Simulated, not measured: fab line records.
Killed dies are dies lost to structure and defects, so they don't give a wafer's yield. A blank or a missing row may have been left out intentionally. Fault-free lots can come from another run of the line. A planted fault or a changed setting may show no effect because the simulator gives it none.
Matching of chambers | flow n5 finfet | rie diel-05 running N5_GATE_CUT_HM_OPEN_40: 4 sister chambers
The step chemistry C4F6/O2, target SiO2, target depth 139 nm, time 85.1 s. 8 wafers are shown with their chamber, then 8 later ones without.

WAFERS PAIRED WITH THEIR CHAMBERS
wafer  | chamber | showerhead plenum p Torr (Torr) | throttle valve pct (%)
L076.6 | 2       | 2.92                            | 21.06
L078.2 | 0       | 2.75                            | 21.12
L082.2 | 1       | 2.72                            | 20.64
L082.6 | 1       | 2.72                            | 20.65
L083.2 | 0       | 2.74                            | 21.11
L083.5 | 2       | 2.91                            | 21.07
L083.6 | 3       | 2.97                            | 21.16
L088.1 | 3       | 2.97                            | 21.18

WAFERS MISSING THEIR CHAMBER
wafer  | showerhead plenum p Torr (Torr) | throttle valve pct (%)
L088.3 | 2.72                            | 20.67
L088.4 | 2.74                            | 21.13
L093.1 | 2.71                            | 20.68
L093.3 | 2.96                            | 21.17
L093.6 | 2.74                            | 21.14
L095.1 | 2.73                            | 21.15
L095.3 | 2.96                            | 21.17
L095.4 | 2.90                            | 21.10

WHICH CHAMBER EACH WENT THROUGH
wafer  | from the rows above | in truth
L088.3 | 1                   | 1
L088.4 | 0                   | 0
L093.1 | 1                   | 1
L093.3 | 3                   | 3
L093.6 | 0                   | 0
L095.1 | 0                   | 0
L095.3 | 3                   | 3
L095.4 | 2                   | 2
Correct placement for 8 of the 8. Left unplaced by these rows: 0. Placed wrongly: 0.
How it was worked out, from the rows above alone: a wafer's distance from a chamber is the root of the sum, over the readings, of the square of ((its reading less the chamber's mean) divided by the reading's scatter). If the next closest chamber is less than 2 further off than the closest, the wafer can't be placed; otherwise it belongs to the closest. Each chamber's mean is taken over the wafers shown for it. The scatter: the root of (the sum of the squares of (reading less its chamber's mean) over the shown wafers, divided by (wafers less chambers)).
